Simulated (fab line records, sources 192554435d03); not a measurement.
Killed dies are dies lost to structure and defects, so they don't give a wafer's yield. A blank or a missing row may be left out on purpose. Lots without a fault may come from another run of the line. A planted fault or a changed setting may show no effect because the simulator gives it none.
Chamber matching | flow n5_finfet | N5_BEOL_M0_SAQP_SPACER1_ALD_98 on ald_sin-02: 4 sister chambers
The step deposits SiO2, target thk 12.8 nm, pulse time 1 s, purge time 2 s. 8 wafers are shown with their chamber, then 7 later ones without.

WAFERS WITH THEIR CHAMBER
wafer  | chamber | heater_power_w (W) | precursor_pulse_height_rel
L346.1 | 3       | 502                | 1.000
L345.6 | 2       | 480                | 0.995
L348.3 | 1       | 451                | 0.999
L352.3 | 0       | 487                | 0.997
L352.4 | 3       | 511                | 0.995
L352.5 | 1       | 435                | 0.983
L353.1 | 2       | 470                | 0.985
L353.2 | 0       | 470                | 1.003

WAFERS WITHOUT THEIR CHAMBER
wafer  | heater_power_w (W) | precursor_pulse_height_rel
L353.4 | 438                | 0.960
L354.1 | 497                | 0.995
L354.4 | 473                | 0.990
L354.5 | 518                | 0.984
L356.2 | 519                | 1.012
L356.3 | 480                | 0.990
L356.6 | 515                | 0.982

WHICH CHAMBER EACH WENT THROUGH
wafer  | from the rows above          | in truth
L353.4 | can't be placed: 1 or 2      | 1
L354.1 | can't be placed: 3 or 0 or 2 | 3
L354.4 | can't be placed: 2 or 0      | 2
L354.5 | 3                            | 3
L356.2 | 3                            | 3
L356.3 | can't be placed: 2 or 0      | 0
L356.6 | 3                            | 3
Placed correctly: 3 of 7. Can't be placed from these rows: 4 (the true chamber is among the candidates in 4). Placed wrongly: 0.
How it was worked out, from the rows above alone: a wafer's distance from a chamber is the root of the sum, over the readings, of the square of ((its reading less the chamber's mean) divided by the reading's scatter). The wafer belongs to the nearest chamber; if the next one is less than 2 further off, it can't be placed. A chamber's mean is the mean of its shown wafers. The scatter: the root of (the sum of the squares of (reading less its chamber's mean) over the shown wafers, divided by (wafers less chambers)).
